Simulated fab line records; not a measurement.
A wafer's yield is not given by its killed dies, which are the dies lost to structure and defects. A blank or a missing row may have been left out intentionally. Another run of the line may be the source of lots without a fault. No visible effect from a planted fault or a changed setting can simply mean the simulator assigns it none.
Comparing a struck lot with a sound one -- flow nand_harc -- 14 out of 1302 route steps
Sound: these wafers, L789.3, L789.4, L789.5. The struck wafers were L797.3, L797.4, L797.5. The cause comes at the end.
Each step with rows lists, per side, the tool, then ch with its chambers, then its first start. Under that, the readings that differ: sound wafers -- struck wafers -- difference of the means -- sigmas: that difference in standard deviations of wafers without a fault.
alike: words and numbers the same on both sides, and readings whose means are apart by under 2 such deviations; not compared: readings that were withheld, readings missing a value for some wafer, numbers with overlapping values and no deviation given by the record, and bounds like >300 which may hide the same value.
The two part at a step that has a row with sigmas, a row that says differs or no value, or rows on one side only. Non-overlapping numbers with no deviation appear without sigmas and do not part them. A reading that every wafer of one side lacks parts them only if that side has two wafers or more.

NHARC_A_CONTACT_ETCH_76: etches the open film in N2/H2, target depth 260 nm, time 475.3 s.
  sound on rie_diel-02 ch 0,1,3; struck on rie_diel-13 ch 0,1,3
  alike: bias_w, chamber_pressure_mTorr, drypump_motor_current_A, oes_product_au, rf_fwd_power_W, rf_vpp_V, showerhead_plenum_p_Torr, throttle_valve_pct
  not compared: rf_hours_counter_h
NHARC_A_CONTACT_ETCH_77: etches the open film in CF4/CHF3, target depth 108.9 nm, time 54.5 s.
  sound on rie_diel-02 ch 1,2; struck on rie_diel-13 ch 1,3
  alike: bias_w, cf4_flow_sccm, drypump_motor_current_A, oes_product_au, rf_fwd_power_W, rf_vpp_V, showerhead_plenum_p_Torr, throttle_valve_pct
  not compared: rf_hours_counter_h
then, 6 steps without rows for these wafers: NHARC_A_CONTACT_ETCH_78 (etches the open film in O2/COS, target depth 5300 nm, time 1378 s); NHARC_A_CONTACT_ETCH_124 (etches the open film in C4F8/O2/Ar, time 140 s, target depth 700 nm); NHARC_A_CONTACT_ETCH_125 (etches the open film in C4F8/O2/Ar, time 197 s, target depth 1918 nm); NHARC_A_CONTACT_ETCH_126 (etches the open film in C4F8/O2/Ar, time 197 s, target depth 1918 nm); NHARC_A_CONTACT_ETCH_127 (etches the open film in C4F8/O2/Ar, time 197 s, target depth 1918 nm); NHARC_A_CONTACT_ETCH_128 (etches the open film in C4F8/O2/Ar, time 197 s, target depth 1918 nm).
NHARC_A_CONTACT_ETCH_129: etches the open film in C4F8/O2/Ar, time 197 s, target depth 1918 nm.
  sound on har_cap_etch-03 ch 0,1, day 23 10:41; struck on har_cap_etch-03 ch 0,1, day 28 09:18
  alike: chamber_pressure_mTorr, oes_air_line_au
  not compared: rf_hours_counter_h
then, 1 step without rows for these wafers: NHARC_A_CONTACT_ETCH_130 (etches the open film in C4F8/O2/Ar, time 197 s, target depth 1918 nm).
NHARC_A_CONTACT_ETCH_131: etches the open film in C4F8/O2/Ar, time 197 s, target depth 1918 nm.
  sound on har_cap_etch-03 ch 0,1, day 23 11:02; struck on har_cap_etch-03 ch 0,1, day 28 09:40
  alike: chamber_pressure_mTorr, oes_air_line_au
  not compared: rf_hours_counter_h
NHARC_A_CONTACT_ETCH_132: etches the open film in C4F8/O2/Ar, time 197 s, target depth 1924 nm.
  sound on har_cap_etch-03 ch 0,1, day 23 11:13; struck on har_cap_etch-03 ch 0,1, day 28 09:50
  alike: chamber_pressure_mTorr, oes_air_line_au
  not compared: rf_hours_counter_h
NHARC_A_CONTACT_ETCH_133: etches the open film in C4F8/O2/Ar, time 374 s, target depth 1610 nm.
  sound on har_cap_etch-03 ch 0,1, day 23 11:29; struck on har_cap_etch-03 ch 0,1, day 28 10:05
  no value came back on the struck wafers for chamber_pressure_mTorr (mTorr), oes_air_line_au (a.u.); on the sound wafers chamber_pressure_mTorr (mTorr) reads 20.026 20.028 20.003
  not compared: rf_hours_counter_h
then, 1 step without rows for these wafers: NHARC_A_CONTACT_ETCH_91 (etches the open film in CH3F/O2, target depth 40 nm, time 85.7 s).

## WHERE THEY PART
Only at NHARC_A_CONTACT_ETCH_133, as far as this record shows.

WHY: whatever the simulator had introduced
Whole step skipped at NHARC_A_CONTACT_ETCH_133 on har_cap_etch-03, starting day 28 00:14. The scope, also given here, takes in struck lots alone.
